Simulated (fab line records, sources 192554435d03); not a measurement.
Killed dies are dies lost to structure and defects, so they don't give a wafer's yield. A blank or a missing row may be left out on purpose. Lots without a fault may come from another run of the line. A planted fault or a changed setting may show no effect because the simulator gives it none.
Split-lot experiment | flow n5_finfet | 7 lots, 21 wafers read, on a route of 1938 steps

THE SPLIT
At N5_BEOL_M14_ILD_DEP_00 (deposits SiO2 from TEOS/O2, target thk 1119.3 nm, time 237.4 s), the setting time_s was moved away from the recipe's 237.4 s on 10 of the 21 wafers read, by -6.5% to +10.2%. The other wafers ran this setting at the recipe's value.

The file shows no step between the split and the reading.

THE READING
M14_ILD_THK, in nm, at N5_BEOL_M14_THK_MEAS_01. Fault-free wafers of this fab line usually give 1126 nm, standard deviation 16 nm.

wafer  | tool, chamber at the split | time_s as run, s | against the recipe | M14_ILD_THK, nm | against lot-mates on the recipe
L077.4 | pecvd-03, 1                | 237.4            | recipe             | 1138            | -
L077.5 | pecvd-03, 2                | 237.4            | recipe             | 1129            | -
L077.6 | pecvd-03, 0                | 237.4            | recipe             | 1131            | -
L076.3 | pecvd-01, 0                | 260.1            | +9.6%              | 1223            | +76
L076.4 | pecvd-01, 0                | 260.1            | +9.6%              | 1231            | +84
L076.5 | pecvd-01, 2                | 237.4            | recipe             | 1147            | -
L083.1 | pecvd-03, 2                | 221.9            | -6.5%              | 1033            | no lot-mate on the recipe
L083.5 | pecvd-03, 2                | 221.9            | -6.5%              | 1043            | no lot-mate on the recipe
L083.6 | pecvd-03, 0                | 221.9            | -6.5%              | 1043            | no lot-mate on the recipe
L085.1 | pecvd-01, 0                | 237.4            | recipe             | 1103            | -
L085.2 | pecvd-01, 2                | 237.4            | recipe             | 1119            | -
L085.4 | pecvd-01, 0                | 237.4            | recipe             | 1121            | -
L088.1 | pecvd-01, 2                | 237.4            | recipe             | 1133            | -
L088.2 | pecvd-01, 1                | 237.4            | recipe             | 1102            | -
L088.3 | pecvd-01, 0                | 261.6            | +10.2%             | 1214            | +96
L090.1 | pecvd-04, 2                | 237.4            | recipe             | 1104            | -
L090.2 | pecvd-04, 0                | 237.4            | recipe             | 1113            | -
L090.3 | pecvd-04, 2                | 248.3            | +4.6%              | 1169            | +60
L092.1 | pecvd-04, 2                | 227.8            | -4.0%              | 1069            | no lot-mate on the recipe
L092.2 | pecvd-04, 2                | 227.8            | -4.0%              | 1073            | no lot-mate on the recipe
L092.6 | pecvd-04, 2                | 227.8            | -4.0%              | 1085            | no lot-mate on the recipe

THE FIT
A straight line over all 21 wafers: M14_ILD_THK changes by +11 nm for each +1% of time_s; r = +0.97; the points scatter about the line by 13 nm.
The same after taking each lot's own level away (the mean of its wafers on the recipe; 15 wafers): +8.97 nm for each +1%; r = +0.97; scatter 9.8 nm.
On that fit, the largest move of time_s shifts the reading by 91 nm.
The lots' own levels span 1108.5 to 1147.0 nm, that is 2.4 times the standard deviation above.
So the lot-to-lot level changes the slope: the two fits differ.
Check: with one of the wafers moved furthest among these (+10.2%) left out of the fit, the line predicts +90.2 nm for it against its lot-mates. It came out at +96.5 nm against them.

OTHER SPLITS ON THESE WAFERS
These wafers also went through other splits before the reading. Each is held against what the fit with the lots' levels taken away leaves over:
other split on the same wafers    | wafers away from the commonest value | r with M14_ILD_THK (lot level and that fit taken away)
N5_BEOL_M11_EXPOSE_25 dose_mj     | 5                                    | +0.16
N5_BEOL_M11_ETCH_66 time_s        | 2                                    | -
N5_BEOL_M12_CMP_49 down_force_psi | 8                                    | +0.33
N5_BEOL_M13_COAT_04 spin_rpm      | 11                                   | +0.01

THE WHOLE CHAIN: every reading that the file lists as answering this split, in the file's order
step                    | what it does                                                   | reading                                                                             | change (the file's fit)              | r (the file's)
N5_BEOL_M14_ILD_DEP_00  | deposits SiO2 from TEOS/O2, target thk 1119.3 nm, time 237.4 s | SiO2_of_BEOL_M14_ILD_DEP_00.thk_nm (the simulator's own value, which no gauge read) | +9.4 nm for each +1% of the setting  | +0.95
N5_BEOL_M14_THK_MEAS_01 |                                                                | M14_ILD_THK                                                                         | +9.36 for each +1% of the setting    | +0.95
N5_BEOL_M14_VIA_ETCH_16 | etches SiO2 in C4F8/O2/Ar, target depth 1231.3 nm              | etch.depth_nm (the simulator's own value, which no gauge read)                      | +9.4 nm for each +1% of the setting  | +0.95
N5_BEOL_M14_VIA_ETCH_16 | etches SiO2 in C4F8/O2/Ar, target depth 1231.3 nm              | coat_of_BEOL_M14_COAT_04.thk_nm (the simulator's own value, which no gauge read)    | -2.22 nm for each +1% of the setting | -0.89
N5_BEOL_M14_ETCH_38     | etches SiCN in CF4/N2, target depth 106.5 nm, time 120.6 s     | SiO2_of_BEOL_M14_ILD_DEP_00.thk_nm (the simulator's own value, which no gauge read) | +9.5 nm for each +1% of the setting  | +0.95

THE FILE'S OWN FIT
M14_ILD_THK changes by +9.36 nm for each +1% of time_s, r = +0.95.
